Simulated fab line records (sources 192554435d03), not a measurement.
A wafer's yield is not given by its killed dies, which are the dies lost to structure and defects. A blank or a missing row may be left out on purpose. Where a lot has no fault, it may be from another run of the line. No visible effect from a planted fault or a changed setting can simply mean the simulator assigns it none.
Matching of chambers -- flow n5_finfet -- rie_diel-03 running N5_FIN_CUT_ETCH_20: 4 sister chambers
The step etches SiARC in CF4, target depth 26 nm, time 43.3 s. 14 wafers are shown with their chamber, then 7 later ones without.

WAFERS, EACH WITH ITS CHAMBER
wafer,chamber,showerhead_plenum_p_Torr (Torr),throttle_valve_pct (%),etch_rf_on_time_s (s)
L075.2,0,2.15,15.62,42.1
L075.3,1,2.03,15.94,42.1
L075.5,3,2.15,15.91,43.4
L081.2,0,2.15,15.64,42.5
L081.3,1,2.02,15.97,41.2
L081.5,2,2.15,15.82,41.9
L083.1,1,2.02,16.00,41.9
L083.4,0,2.14,15.64,43.0
L083.6,1,2.02,15.96,41.6
L086.2,1,2.02,16.01,42.0
L086.3,2,2.14,15.84,41.6
L086.4,0,2.14,15.66,42.7
L092.4,1,2.02,16.00,42.5
L092.5,3,2.14,15.98,43.9

SIGNATURES (means of the wafers above)
reading,chamber 0,chamber 1,chamber 2,chamber 3,scatter within a chamber
showerhead_plenum_p_Torr,2.1450,2.0217,2.1450,2.1450,0.00532
throttle_valve_pct,15.6400,15.9800,15.8300,15.9450,0.0269
etch_rf_on_time_s,42.575,41.883,41.750,43.650,0.398
Rule: a wafer's distance from a chamber is the root of the sum, over the readings, of the square of ((its reading less the chamber's mean) divided by the reading's scatter). The wafer belongs to the nearest chamber; if the next one is less than 2 further off, it can't be placed. The scatter: the root of (the sum of the squares of (reading less its chamber's mean) over the shown wafers, divided by (wafers less chambers)).

WAFERS WITHOUT THEIR CHAMBER
wafer,showerhead_plenum_p_Torr (Torr),throttle_valve_pct (%),etch_rf_on_time_s (s)
L092.6,2.14,15.68,43.1
L093.1,2.14,15.86,42.6
L093.2,2.14,15.97,43.8
L093.4,2.01,16.03,42.1
L097.1,2.14,15.70,42.6
L097.5,2.13,16.00,43.4
L097.6,2.14,15.88,42.3

THE CHAMBER EACH PASSED THROUGH
wafer,from the rows above,in truth
L092.6,0,0
L093.1,can't be placed: 2 or 3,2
L093.2,3,3
L093.4,1,1
L097.1,0,0
L097.5,3,3
L097.6,can't be placed: 2 or 3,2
Correct placement for 5 of the 7. Cannot be placed on the basis of these rows: 2; the candidates contain the true chamber in 2. Number placed wrongly: 0.
